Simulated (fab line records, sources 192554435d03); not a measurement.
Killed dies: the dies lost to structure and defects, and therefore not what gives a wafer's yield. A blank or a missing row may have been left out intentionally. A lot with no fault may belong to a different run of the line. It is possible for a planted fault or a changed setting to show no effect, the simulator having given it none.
Which tool was responsible? | flow n5 finfet | 8 lots, 24 wafers sampled, at 5 steps of a route of 1938

## WHAT THE GAUGES SHOWED, per wafer
N5_BEOL_M4_RC_MEAS_101. Usual: DIBL_N 36.5 mV/V, standard deviation 1.4; DIBL_P 36.6 mV/V, standard deviation 1.9; IOFF_N 0.167 nA/um, standard deviation 0.029; IOFF_P 0.21 nA/um, standard deviation 0.033; ION_N 674 uA/um, standard deviation 12; ION_P 460 uA/um, standard deviation 8.9; SS_N 71.6 mV/dec, standard deviation 0.57; SS_P 73.4 mV/dec, standard deviation 0.61; VT_N 249 mV, standard deviation 3.3; VT_P -250 mV, standard deviation 3.3.
lot  | measured     | on        | DIBL_N (mV/V)  | DIBL_P (mV/V)  | IOFF_N (nA/um)    | IOFF_P (nA/um) | ION_N (uA/um) | ION_P (uA/um) | SS_N (mV/dec)  | SS_P (mV/dec)  | VT_N (mV)   | VT_P (mV)      | flag
L531 | day 7 20:03  | prober-01 | 34.9 34.5 37.4 | 35.9 35.7 37.8 | 0.152 0.133 0.186 | 0.17 0.18 0.20 | 682 660 670   | 454 449 453   | 71.5 71.4 72.5 | 73.3 73.7 73.2 | 250 251 244 | -254 -253 -253 |
L530 | day 8 10:10  | prober-01 | 33.5 36.6 33.2 | 31.3 35.8 31.9 | 0.126 0.180 0.119 | 0.18 0.25 0.18 | 677 694 671   | 470 480 460   | 70.3 71.8 70.9 | 72.9 73.1 72.5 | 250 245 252 | -249 -247 -250 |
L536 | day 9 12:04  | prober-01 | 37.1 35.5 35.7 | 38.5 35.8 36.4 | 0.212 0.180 0.170 | 0.25 0.21 0.21 | 682 694 678   | 468 470 462   | 72.3 72.4 72.6 | 73.9 72.8 73.1 | 246 246 248 | -248 -249 -249 |
L541 | day 10 17:23 | prober-01 | 37.6 36.9 36.2 | 37.8 38.0 36.3 | 0.174 0.172 0.153 | 0.24 0.26 0.22 | 669 694 684   | 461 477 468   | 71.9 71.3 71.9 | 73.7 73.5 73.2 | 250 248 249 | -250 -247 -247 |
L553 | day 13 20:43 | prober-01 | 35.2 35.4 36.6 | 34.8 35.0 36.5 | 0.133 0.141 0.165 | 0.19 0.20 0.21 | 649 670 663   | 452 462 447   | 72.1 71.4 72.4 | 72.1 72.8 71.9 | 252 250 249 | -252 -251 -251 |

## TOOL THAT RAN EACH LOT (tool first, then ch and the chambers of the sampled wafers, then the start)
lot  | N5_BEOL_M1_HM_OPEN_17             | N5_BEOL_M1_VIA_ETCH_34             | N5_BEOL_M1_STRIP_36                | N5_BEOL_M1_ETCH_41
L531 | rie metal-01 ch 0,1, day 6 01:19  | rie diel-03 ch 2,3, day 6 05:25    | rie diel-03 ch 2,3, day 6 05:28    | rie diel-03 ch 2,3, day 7 20:03 or earlier
L530 | rie metal-03 ch 0,1, day 6 04:19  | rie diel-03 ch 0,3, day 6 06:52    | rie diel-03 ch 0,3, day 6 06:56    | rie diel-03 ch 0,3, day 8 10:10 or earlier
L536 | rie metal-01 ch 0,1, day 7 10:26  | rie diel-03 ch 0,1,3, day 7 14:51  | rie diel-03 ch 0,1,3, day 7 14:55  | rie diel-03 ch 0,1,3, day 9 12:04 or earlier
L541 | rie metal-02 ch 0,1, day 9 07:28  | rie diel-04 ch 1,2,3, day 9 10:20  | rie diel-04 ch 1,2,3, day 9 10:23  | rie diel-04 ch 1,2,3, day 10 17:23 or earlier
L548 | rie metal-03 ch 0,1, day 10 17:19 | rie diel-03 ch 1,2,3, day 10 21:03 | rie diel-03 ch 1,2,3, day 10 21:06 | rie diel-03 ch 1,2,3, day 17 11:53 or earlier
L549 | rie metal-02 ch 0,1, day 11 02:15 | rie diel-03 ch 1,2, day 11 05:32   | rie diel-03 ch 1,2, day 11 05:35   | rie diel-03 ch 1,2, day 17 06:01 or earlier
L550 | rie metal-03 ch 0,1, day 11 06:45 | rie diel-04 ch 1,2, day 11 09:53   | rie diel-04 ch 1,2, day 11 09:56   | rie diel-04 ch 1,2, day 17 06:42 or earlier
L553 | rie metal-01 ch 1, day 12 00:54   | rie diel-04 ch 1,2,3, day 12 05:08 | rie diel-04 ch 1,2,3, day 12 05:11 | rie diel-04 ch 1,2,3, day 13 20:43 or earlier
- N5_BEOL_M1_HM_OPEN_17: chemistry Cl2/BCl3, target TiN, target depth 20 nm, overetch 6 nm.
- N5_BEOL_M1_VIA_ETCH_34: etches the open film in C4F6/O2, target depth 67.8 nm, time 64.4 s.
- N5_BEOL_M1_STRIP_36: strips in N2/H2.
- N5_BEOL_M1_ETCH_41: etches SiCN in CH3F/O2, target depth 31.9 nm, time 57.8 s.

## WHAT THE TOOLS THEMSELVES READ (means of the sampled wafers that have a number; where no wafer has one, the mark that the record gives instead)
N5_BEOL_M1_HM_OPEN_17. Usual: chamber pressure mTorr 10.000 mTorr, standard deviation 0.0093; drypump motor current A 5.7 A, standard deviation 0.72; oes product au 0.65 a.u., standard deviation 0.1; throttle valve pct 22.12 %, standard deviation 0.28.
lot  | tool         | chamber pressure mTorr (mTorr) | drypump motor current A (A) | oes product au (a.u.) | throttle valve pct (%) | flag
L531 | rie metal-01 | 10.003                         | 6.0                         | 0.64                  | 22.36                  |
L530 | rie metal-03 | 9.995                          | 6.2                         | 0.64                  | 21.99                  |
L536 | rie metal-01 | 9.998                          | 5.6                         | 0.58                  | 22.44                  |
L541 | rie metal-02 | 10.009                         | 5.4                         | 0.60                  | 21.88                  |
L548 | rie metal-03 | 10.005                         | 6.2                         | 0.62                  | 22.01                  |
L549 | rie metal-02 | 10.001                         | 5.3                         | 0.81                  | 21.77                  |
L550 | rie metal-03 | 9.997                          | 6.2                         | 0.62                  | 22.01                  |
L553 | rie metal-01 | 9.995                          | 6.5                         | 0.64                  | 22.37                  |

N5_BEOL_M1_VIA_ETCH_34. Usual: C4F6_flow_sccm 10.00 sccm, standard deviation 0.032; O2_flow_sccm 10.00 sccm, standard deviation 0.033; chamber pressure mTorr 14.999 mTorr, standard deviation 0.013; drypump motor current A 5.7 A, standard deviation 0.43; oes_f_703_au 0.76 a.u., standard deviation 0.086; oes product au 0.76 a.u., standard deviation 0.098; rf vpp V 663 V, standard deviation 15; showerhead plenum p Torr 2.81 Torr, standard deviation 0.095; throttle valve pct 30.60 %, standard deviation 0.26.
lot  | tool        | C4F6_flow_sccm (sccm) | O2_flow_sccm (sccm) | chamber pressure mTorr (mTorr) | drypump motor current A (A) | oes_f_703_au (a.u.) | oes product au (a.u.) | rf vpp V (V) | showerhead plenum p Torr (Torr) | throttle valve pct (%) | flag
L531 | rie diel-03 | 10.01                 | 10.03               | 14.999                         | 5.5                         | 0.69                | 0.68                  | 661          | 2.84                            | 30.71                  |
L530 | rie diel-03 | 9.97                  | 10.01               | 14.995                         | 5.8                         | 0.70                | 0.68                  | 648          | 2.81                            | 30.64                  |
L536 | rie diel-03 | 10.00                 | 9.97                | 14.994                         | 6.0                         | 0.70                | 0.68                  | 658          | 2.84                            | 30.71                  |
L541 | rie diel-04 | 9.99                  | 10.02               | 15.002                         | 5.7                         | 0.78                | 0.77                  | 658          | 2.75                            | 30.52                  |
L548 | rie diel-03 | -                     | -                   | -                              | -                           | -                   | -                     | -            | -                               | -                      | OFF
L549 | rie diel-03 | -                     | -                   | -                              | -                           | -                   | -                     | -            | -                               | -                      | OFF
L550 | rie diel-04 | -                     | -                   | -                              | -                           | -                   | -                     | -            | -                               | -                      | OFF
L553 | rie diel-04 | 9.99                  | 9.99                | 15.001                         | 5.7                         | 0.76                | 0.75                  | 658          | 2.74                            | 30.54                  |

N5_BEOL_M1_STRIP_36. Usual: chamber pressure mTorr 20.00 mTorr (standard deviation 0.032); drypump motor current A 5.7 A (standard deviation 0.43); oes product au 0.76 a.u. (standard deviation 0.1); power w 449.9 W (standard deviation 1.2); rf vpp V 59.1 V (standard deviation 1.4); showerhead plenum p Torr 2.51 Torr (standard deviation 0.089); throttle valve pct 23.5 % (standard deviation 0.33).
lot  | tool        | chamber pressure mTorr (mTorr) | drypump motor current A (A) | oes product au (a.u.) | power w (W) | rf vpp V (V) | showerhead plenum p Torr (Torr) | throttle valve pct (%) | flag
L531 | rie diel-03 | 19.99                          | 5.5                         | 0.69                  | 449.4       | 59.1         | 2.56                            | 23.8                   |
L530 | rie diel-03 | 20.05                          | 5.8                         | 0.69                  | 449.2       | 58.0         | 2.52                            | 23.7                   |
L536 | rie diel-03 | 20.00                          | 6.0                         | 0.68                  | 449.7       | 58.9         | 2.54                            | 23.7                   |
L541 | rie diel-04 | 20.01                          | 5.7                         | 0.78                  | 450.3       | 57.9         | 2.44                            | 23.3                   |
L548 | rie diel-03 | 20.00                          | 5.7                         | 0.85                  | 450.0       | 60.4         | 2.57                            | 23.7                   |
L549 | rie diel-03 | 20.00                          | 5.9                         | 0.93                  | 449.7       | 59.1         | 2.60                            | 23.7                   |
L550 | rie diel-04 | 20.05                          | 5.8                         | 0.78                  | 448.9       | 60.5         | 2.40                            | 23.3                   |
L553 | rie diel-04 | 20.01                          | 5.7                         | 0.75                  | 450.5       | 59.4         | 2.43                            | 23.3                   |

N5_BEOL_M1_ETCH_41. Usual: CH3F_flow_sccm 29.99 sccm, standard deviation 0.096; O2_flow_sccm 20.00 sccm, standard deviation 0.059; chamber pressure mTorr 30.003 mTorr, standard deviation 0.028; drypump motor current A 5.7 A, standard deviation 0.43; oes product au 0.76 a.u., standard deviation 0.098; rf vpp V 296.7 V, standard deviation 1.5; showerhead plenum p Torr 1.98 Torr, standard deviation 0.07; throttle valve pct 16.25 %, standard deviation 0.25.
lot  | tool        | CH3F_flow_sccm (sccm) | O2_flow_sccm (sccm) | chamber pressure mTorr (mTorr) | drypump motor current A (A) | oes product au (a.u.) | rf vpp V (V) | showerhead plenum p Torr (Torr) | throttle valve pct (%) | flag
L531 | rie diel-03 | 29.98                 | 20.01               | 30.018                         | 5.5                         | 0.69                  | 297.1        | 2.01                            | 16.43                  |
L530 | rie diel-03 | 30.03                 | 20.03               | 29.993                         | 5.8                         | 0.69                  | 296.7        | 1.98                            | 16.38                  |
L536 | rie diel-03 | 30.03                 | 19.97               | 30.010                         | 6.0                         | 0.68                  | 297.0        | 2.00                            | 16.46                  |
L541 | rie diel-04 | 30.06                 | 20.00               | 30.021                         | 5.7                         | 0.77                  | 295.3        | 1.93                            | 16.10                  |
L548 | rie diel-03 | 30.00                 | 19.96               | 29.987                         | 5.6                         | 0.85                  | 297.3        | 2.02                            | 16.26                  |
L549 | rie diel-03 | 29.94                 | 20.05               | 29.987                         | 5.9                         | 0.94                  | 298.5        | 2.04                            | 16.19                  |
L550 | rie diel-04 | 30.00                 | 19.99               | 30.015                         | 5.9                         | 0.78                  | 295.1        | 1.90                            | 16.07                  |
L553 | rie diel-04 | 30.06                 | 20.01               | 29.977                         | 5.6                         | 0.75                  | 295.6        | 1.92                            | 16.14                  |

## THE ANSWER, worked out from the rows above alone
Rule: lot off if the mean of its wafers having a number is beyond 3 standard deviations from the usual mean. Also off: a lot with no number at a reading for which 4 or more lots have one. Any other lot the step has rows for is counted as sound. After the gauges, taken in route order, come the tools' own readings; for these a lot's mean is taken, as printed above. At the first step where some lot is off, the reading lying furthest off is the one used; lots without a number count as furthest.
Off: L548, L549, L550, at N5_BEOL_M1_VIA_ETCH_34 (C4F6_flow_sccm). Without a number there: L548, L549, L550.
If a tool, at that step or one of the process steps before it, ran each lot that is off and ran no sound lot following the first of them, it fits. Of those tried, none fits.

## WHAT THE SIMULATOR PUT IN
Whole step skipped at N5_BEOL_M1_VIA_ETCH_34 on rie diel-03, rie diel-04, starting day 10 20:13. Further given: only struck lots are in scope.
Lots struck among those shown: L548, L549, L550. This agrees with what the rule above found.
